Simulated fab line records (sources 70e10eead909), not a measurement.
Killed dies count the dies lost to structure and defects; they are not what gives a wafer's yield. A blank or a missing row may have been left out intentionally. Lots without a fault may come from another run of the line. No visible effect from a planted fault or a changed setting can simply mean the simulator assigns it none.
fab line records    flow nand-harc
record: lots: 12  wafers: 36  last-day: 25
route steps=1159 shown A_ZERO_WELL@405 A_SOURCE_PLATE@423 A_ONON_D1@437 END@1159
lots untouched by any fault: they come from a run of this same line in which no faults occurred
start-h: hours from the record's first day to the start of the lot's first wafer shown    wait-h: hours elapsed since this lot's preceding step    " repeats the value in the row above    L1.1+2: a single row standing in for several wafers    - no value, or no start was given    * or withheld: withheld    < > ~ a bound
route shown NAME@n: names a module that has steps shown in the file, with the first one's number in the route    usual: average and standard deviation across the fault-free wafers    same: alike in all rows    chamber/n: place in a boat    sites: per-site readings    _std_site: how widely they spread, as a standard deviation    _edge_site: inner sites' mean taken away from outer sites' mean    radius-mm: how far each site lies from the wafer's centre    mask NAME#n: copy n    behind: the last tool/chamber to shape the wafer    hold: what put the lot on hold/how long, in hours/how the hold closed    device: names the non-switching transistor (n, p or np)    end of line: tests of these same wafers at the route's end    a step with no rows: only its recipe    killed: dies that structure and defects cost at the first sort, which is not the same as the wafer's yield    map: dies across one wafer; x = killed, . = not, _ = none there
set.NAME: the setting that was run; set.NAME@STEP: the one run at that earlier step    model.NAME: the simulator's own value behind a step, which no gauge read
route steps across a sampled set of lots; one table per step, one row per wafer
services: a tool's chamber out of use, with start hour (start-h, from the record's first day; less than 0 if before it), hours out, and reason
== steps ==
step: NHARC_A_ZERO_WELL_ETCH_13
recipe: target-depth-a: 1200  time-s: 40.1  hbr-flow-sccm: 150  cl2-flow-sccm: 50  rf-w: 400  icp-w: 400  bias-w: 100  chemistry: HBr/Cl2
usual: drypump-motor-current-A: 5.7/0.45  hbr-flow-sccm: 150.0/0.41  he-backside-leak-sccm: 2.7/0.32  oes-product-au: 0.998/0.011  throttle-valve-pct: 26.407/0.0096
lot.wafer  tool       chamber  start-h  wait-h  drypump-motor-current-A  hbr-flow-sccm  he-backside-leak-sccm  oes-product-au  rf-hours-counter-h  throttle-valve-pct
L790.3     rie-si-04  0        139.60   -       5.8                      150.2          2.5                    0.965           0.2                 26.416
L790.6     "          1        "        "       6.1                      149.2          2.7                    1.013           -                   26.410
L790.5     "          2        "        "       5.9                      150.5          2.4                    0.993           -                   26.402
L789.4     rie-si-03  3        145.23   -       6.0                      151.1          2.9                    0.974           1.2                 26.396
L789.3     "          0        "        "       4.8                      149.3          2.6                    1.003           1.1                 26.396
L789.6     "          2        "        "       5.4                      149.9          3.0                    0.999           -                   26.403
L791.1     rie-si-06  0        150.37   -       6.5                      149.9          2.4                    1.017           0.9                 26.407
L791.2     "          1        "        "       5.6                      150.6          3.2                    0.994           1.0                 26.412
L791.5     "          0        "        "       6.5                      150.1          2.4                    1.014           -                   26.393
L804.2     rie-si-03  0        213.09   -       4.9                      150.4          2.3                    0.992           0.3                 26.416
L804.3     "          1        "        "       5.7                      149.7          2.8                    1.006           0.2                 26.423
L804.6     "          3        "        "       6.0                      150.4          3.0                    0.991           -                   26.386
L800.2     rie-si-03  0        215.70   -       4.8                      149.2          2.5                    0.978           0.4                 26.403
L800.4     "          1        "        "       5.7                      150.1          3.0                    0.996           0.3                 26.401
L800.1     "          2        "        "       5.4                      149.6          2.8                    0.995           0.3                 26.400
L802.3     rie-si-04  1        221.03   -       6.1                      149.8          2.7                    1.006           0.9                 26.415
L802.5     "          2        "        "       5.9                      150.5          2.4                    0.988           -                   26.412
L802.6     "          3        "        "       5.5                      150.3          2.6                    1.018           -                   26.412
L806.4     rie-si-03  1        234.29   -       5.7                      150.0          3.0                    1.004           0.4                 26.419
L806.3     "          2        "        "       5.4                      150.0          3.0                    1.011           0.4                 26.407
L806.2     "          0        "        "       4.8                      149.7          2.3                    0.992           0.5                 26.427
L807.4     rie-si-03  1        244.67   -       5.7                      150.4          2.8                    0.994           0.5                 26.405
L807.5     "          2        "        "       5.4                      149.6          2.9                    1.000           -                   26.412
L807.6     "          3        "        "       6.0                      149.4          2.9                    0.995           -                   26.390
L809.3     rie-si-06  0        244.80   -       6.5                      149.7          2.4                    0.992           0.3                 26.408
L809.2     "          2        "        "       5.6                      149.9          2.7                    1.003           0.3                 26.413
L809.1     "          3        "        "       6.4                      150.1          2.6                    1.004           0.4                 26.408
L808.3     rie-si-04  3        246.33   -       5.5                      149.5          2.3                    1.008           1.1                 26.404
L808.4     "          1        "        "       6.0                      150.5          2.6                    1.024           1.1                 26.422
L808.5     "          2        "        "       5.9                      150.5          2.4                    0.990           -                   26.409
L811.2     rie-si-04  2        258.86   -       5.9                      150.9          2.4                    0.977           1.4                 26.398
L811.4     "          3        "        "       5.5                      150.4          4.9                    1.018           1.2                 26.416
L811.3     "          0        "        "       5.8                      148.5          2.5                    0.992           0.9                 26.402
L812.2     rie-si-03  3        275.24   -       6.0                      150.3          3.1                    0.993           1.1                 26.412
L812.3     "          0        "        "       4.9                      149.6          2.5                    0.988           0.9                 26.394
L812.6     "          3        "        "       6.0                      150.1          3.0                    1.007           -                   26.406
step: NHARC_A_SOURCE_PLATE_INSPECT_08
usual: raw-defect-count: 59/19
lot.wafer  tool               chamber  start-h  wait-h  raw-defect-count
L790.3     defect-inspect-02  -        160.91   0.0     70
L790.5     "                  -        "        "       43
L790.6     "                  -        "        "       46
L789.3     defect-inspect-02  -        168.97   0.0     44
L789.4     "                  -        "        "       59
L789.6     "                  -        "        "       58
L791.1     defect-inspect-02  -        169.01   0.0     43
L791.2     "                  -        "        "       79
L791.5     "                  -        "        "       57
L804.2     defect-inspect-02  -        234.17   0.0     98
L804.3     "                  -        "        "       83
L804.6     "                  -        "        "       58
L800.1     defect-inspect-01  -        234.17   0.0     41
L800.2     "                  -        "        "       81
L800.4     "                  -        "        "       74
L802.3     defect-inspect-01  -        242.54   0.0     75
L802.5     "                  -        "        "       55
L802.6     "                  -        "        "       67
L806.2     defect-inspect-02  -        259.51   0.0     58
L806.3     "                  -        "        "       83
L806.4     "                  -        "        "       49
L809.1     defect-inspect-01  -        270.07   0.0     49
L809.2     "                  -        "        "       32
L809.3     "                  -        "        "       82
L808.3     defect-inspect-02  -        270.07   0.0     81
L808.4     "                  -        "        "       59
L808.5     "                  -        "        "       69
L807.4     defect-inspect-01  -        270.09   0.0     41
L807.5     "                  -        "        "       43
L807.6     "                  -        "        "       44
L811.2     defect-inspect-01  -        279.93   0.0     54
L811.3     "                  -        "        "       50
L811.4     "                  -        "        "       63
L812.2     defect-inspect-02  -        301.23   0.0     47
L812.3     "                  -        "        "       51
L812.6     "                  -        "        "       51
step: NHARC_A_ONON_D1_THK_MEAS_18
recipe: thk-meas-gauge: ellipsometry
usual: thk-nm: 1000/11
lot.wafer  tool           chamber  start-h  wait-h  thk-nm
L790.3     film-metro-01  -        171.05   -       1009
L790.5     "              -        "        "       1009
L790.6     "              -        "        "       1009
L789.3     film-metro-01  -        179.68   -       986
L789.4     "              -        "        "       986
L789.6     "              -        "        "       985
L791.1     film-metro-01  -        179.77   -       1021
L791.2     "              -        "        "       1021
L791.5     "              -        "        "       1021
L800.1     film-metro-02  -        245.06   -       1006
L800.2     "              -        "        "       1006
L800.4     "              -        "        "       1007
L804.2     film-metro-01  -        245.18   -       1009
L804.3     "              -        "        "       1009
L804.6     "              -        "        "       1010
L802.3     film-metro-01  -        252.63   -       989
L802.5     "              -        "        "       989
L802.6     "              -        "        "       990
L806.2     film-metro-02  -        272.13   -       1001
L806.3     "              -        "        "       1001
L806.4     "              -        "        "       1001
L809.1     film-metro-01  -        280.51   -       1018
L809.2     "              -        "        "       1020
L809.3     "              -        "        "       1021
L807.4     film-metro-02  -        280.51   -       994
L807.5     "              -        "        "       993
L807.6     "              -        "        "       994
L808.3     film-metro-02  -        280.86   -       1006
L808.4     "              -        "        "       1006
L808.5     "              -        "        "       1007
L811.2     film-metro-02  -        290.15   -       1001
L811.3     "              -        "        "       999
L811.4     "              -        "        "       999
L812.2     film-metro-02  -        314.19   -       981
L812.3     "              -        "        "       980
L812.6     "              -        "        "       981
step: NHARC_A_ONON_D1_DEP_19
recipe: target-thk-a: 10000  n2-flow-sccm: 2750  n2o-flow-sccm: 2000  nh3-flow-sccm: 500  sih4-flow-sccm: 210  temp-c: 400
usual: n2o-flow-sccm: 2000/5.8
lot.wafer  tool           chamber  start-h  wait-h  n2o-flow-sccm
L790.3     pecvd-onon-02  0        171.23   0.2     2004
L790.5     "              0        "        "       2002
L790.6     "              0        "        "       2003
L789.3     pecvd-onon-01  0        179.85   0.2     2008
L789.4     "              0        "        "       2000
L789.6     "              0        "        "       2004
L791.1     pecvd-onon-03  0        179.95   0.2     2005
L791.2     "              0        "        "       1997
L791.5     "              0        "        "       1996
L800.1     pecvd-onon-03  0        245.12   0.1     2001
L800.2     "              0        "        "       1993
L800.4     "              0        "        "       2002
L804.2     pecvd-onon-02  0        245.31   0.1     2009
L804.3     "              0        "        "       2008
L804.6     "              0        "        "       2012
L802.3     pecvd-onon-03  0        252.80   0.2     2002
L802.5     "              0        "        "       2002
L802.6     "              0        "        "       2001
L806.2     pecvd-onon-01  0        272.24   0.1     1996
L806.3     "              0        "        "       2007
L806.4     "              0        "        "       2011
L809.1     pecvd-onon-02  0        280.69   0.2     1994
L809.2     "              0        "        "       1998
L809.3     "              0        "        "       1994
L807.4     pecvd-onon-01  0        280.73   0.2     1990
L807.5     "              0        "        "       1992
L807.6     "              0        "        "       1997
L808.3     pecvd-onon-02  0        281.16   0.3     1993
L808.4     "              0        "        "       2007
L808.5     "              0        "        "       2003
L811.2     pecvd-onon-02  0        290.26   0.1     1999
L811.3     "              0        "        "       2006
L811.4     "              0        "        "       2005
L812.2     pecvd-onon-02  0        314.31   0.1     2000
L812.3     "              0        "        "       1998
L812.6     "              0        "        "       1998
step: NHARC_A_ONON_D1_THK_MEAS_21
recipe: thk-meas-gauge: ellipsometry
usual: thk-nm: 1000/11
lot.wafer  tool           chamber  start-h  wait-h  thk-nm
L790.3     film-metro-01  -        171.62   -       1016
L790.5     "              -        "        "       1015
L790.6     "              -        "        "       1016
L789.3     film-metro-02  -        180.24   -       1003
L789.4     "              -        "        "       1003
L789.6     "              -        "        "       1004
L791.1     film-metro-01  -        180.47   -       990
L791.2     "              -        "        "       992
L791.5     "              -        "        "       991
L800.1     film-metro-01  -        245.62   -       751
L800.2     "              -        "        "       750
L800.4     "              -        "        "       753
L804.2     film-metro-02  -        245.76   -       1003
L804.3     "              -        "        "       1005
L804.6     "              -        "        "       1002
L802.3     film-metro-01  -        253.20   -       762
L802.5     "              -        "        "       760
L802.6     "              -        "        "       765
L806.2     film-metro-01  -        272.70   -       997
L806.3     "              -        "        "       995
L806.4     "              -        "        "       995
L807.4     film-metro-01  -        281.07   -       987
L807.5     "              -        "        "       986
L807.6     "              -        "        "       987
L809.1     film-metro-02  -        281.21   -       1012
L809.2     "              -        "        "       1012
L809.3     "              -        "        "       1013
L808.3     film-metro-02  -        281.55   -       987
L808.4     "              -        "        "       986
L808.5     "              -        "        "       986
L811.2     film-metro-01  -        290.71   -       995
L811.3     "              -        "        "       994
L811.4     "              -        "        "       995
L812.2     film-metro-02  -        314.76   -       999
L812.3     "              -        "        "       998
L812.6     "              -        "        "       998
step: NHARC_END_SORT_01
recipe: temp-c: 25
usual: killed-at-array: 27/10  killed-at-other: 0.6/0.96  killed-at-periphery: 3.4/2.7  killed-dies: 31/10  killed-open: 2.9/1.8  killed-short: 1.8/1.4
same: gross-dies: 677
lot.wafer  tool       chamber  start-h  wait-h  killed-at-array  killed-at-other  killed-at-periphery  killed-dies  killed-open  killed-short
L800.1     prober-02  0        517.38   2.5     676              0                1                    677          0            6
L800.2     prober-02  0        518.19   2.8     675              0                2                    677          3            1
L800.4     prober-02  0        519.80   3.4     677              0                0                    677          3            1
L802.3     prober-01  0        518.99   3.1     674              1                2                    677          3            1
L802.5     prober-01  0        520.60   3.7     676              0                1                    677          3            2
L802.6     prober-01  0        521.41   4.0     675              2                0                    677          1            0
killed by level:class
L800.1 A_ONON_D1:area-dep=633 A_SLIT:chamber-film-flake=18 A_STAIRCASE:chamber-film-flake=7 A_CHANNEL_HOLE_D1:chamber-film-flake=5 A_CONTACT:chamber-film-flake=5 A_CONTACT:geometric-particle:short=3 A_CHANNEL_FILL_D1:geometric-particle:short=2 A_M0:chamber-film-flake=2
L800.2 A_ONON_D1:area-dep=649 A_SLIT:chamber-film-flake=10 A_CHANNEL_HOLE_D1:chamber-film-flake=4 A_STAIRCASE:chamber-film-flake=4 A_CONTACT:chamber-film-flake=4 P_CONTACT:geometric-particle:short=1 A_WL_FILL:geometric-particle:open=1 A_CONTACT:geometric-particle:open=1
L802.3 A_ONON_D1:area-dep=655 A_CHANNEL_HOLE_D1:chamber-film-flake=7 A_CONTACT:chamber-film-flake=6 A_ONON_D1:geometric-particle:open=1 A_CHANNEL_FILL_D1:geometric-particle:open=1 A_WL_FILL:geometric-particle:short=1 A_CONTACT:geometric-particle:open=1 P_ZERO_WELL:chamber-film-flake=1
L800.4 A_ONON_D1:area-dep=639 A_SLIT:chamber-film-flake=15 A_CONTACT:chamber-film-flake=8 A_CHANNEL_HOLE_D1:chamber-film-flake=4 A_STAIRCASE:chamber-film-flake=4 A_ONON_D1:geometric-particle:open=1 A_CHANNEL_FILL_D1:geometric-particle:short=1 A_CHANNEL_FILL_D1:geometric-particle:open=1
L802.5 A_ONON_D1:area-dep=653 A_CONTACT:chamber-film-flake=8 A_CHANNEL_HOLE_D1:chamber-film-flake=5 A_STAIRCASE:chamber-film-flake=4 A_ONON_D1:geometric-particle:open=1 A_CONTACT:geometric-particle:open=1 A_BLC:geometric-particle:short=1 A_M1:geometric-particle:open=1
L802.6 A_ONON_D1:area-dep=652 A_CONTACT:chamber-film-flake=15 A_CHANNEL_HOLE_D1:chamber-film-flake=6 THIN_TSV:chamber-film-flake=2 A_SGD_CUT:geometric-particle:open=1 A_STAIRCASE:chamber-film-flake=1
== services ==
tool           chamber  start-h  hours  kind
pecvd-onon-03  -        121.42   3.7    repair
pecvd-onon-03  -        153.00   13.0   pm
rie-si-03      -        155.00   9.0    pm
rie-si-03      0        155.00   9.0    vent-cycle
rie-si-03      1        155.00   9.0    vent-cycle
rie-si-03      2        155.00   9.0    vent-cycle
rie-si-03      3        155.00   9.0    vent-cycle
rie-si-03      0        164.00   -      clean
rie-si-03      1        164.00   -      clean
rie-si-03      2        164.00   -      clean
rie-si-03      3        164.00   -      clean
rie-si-06      -        183.09   9.0    pm
pecvd-onon-01  -        195.00   13.0   pm
rie-si-06      2        207.44   5.6    repair
rie-si-03      2        251.92   47.3   repair
rie-si-04      -        276.00   9.0    pm
rie-si-04      0        276.00   9.0    vent-cycle
rie-si-04      1        276.00   9.0    vent-cycle
rie-si-04      2        276.00   9.0    vent-cycle
rie-si-04      3        276.00   9.0    vent-cycle
pecvd-onon-02  -        292.25   13.0   pm
rie-si-03      0        295.98   6.8    repair
rie-si-06      3        299.69   3.9    repair
rie-si-06      1        306.87   8.4    repair
== key ==
first-sign: step: NHARC_A_ONON_D1_THK_MEAS_21  reading: thk-nm  direction: down  sigmas: 23  usual: 1000  struck: 757
effect: step: NHARC_END_SORT_01  reading: killed-dies  direction: up  sigmas: 65  usual: 31  struck: 677
more-kills-born-at: NHARC_A_ONON_D1_DEP_19@pecvd-onon-03: 3881
met-at NHARC_A_ONON_D1_DEP_19
struck-lots L800,L802
later-rows-left-out L800.1,L800.2,L800.4,L802.3,L802.5,L802.6
tester-left-out L800,L802
not-acting-at NHARC_A_ZERO_WELL_ETCH_13,NHARC_A_SOURCE_PLATE_INSPECT_08,NHARC_A_ONON_D1_THK_MEAS_18
onset-between 179.95 245.12
fault: kind: process-parameter-drift  tool: pecvd-onon-03  chamber: -  onset-h: 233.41  steps: NHARC_A_ONON_D1_DEP_19  channel: target-thk-a  offset: *  shape: step  end-h: 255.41  acts-in: *  stated: *
tester-left-out: of these lots the tester's yield and bins aren't shown, on N5 and GAA mostly nor the transistor test; their killed dies are dies lost to structure and defects alone, not to doping, threshold or leakage, so they don't give the yield
later-rows-left-out: the simulator's readings of these wafers behind a module that went badly wrong aren't trusted and aren't shown, but for the sort
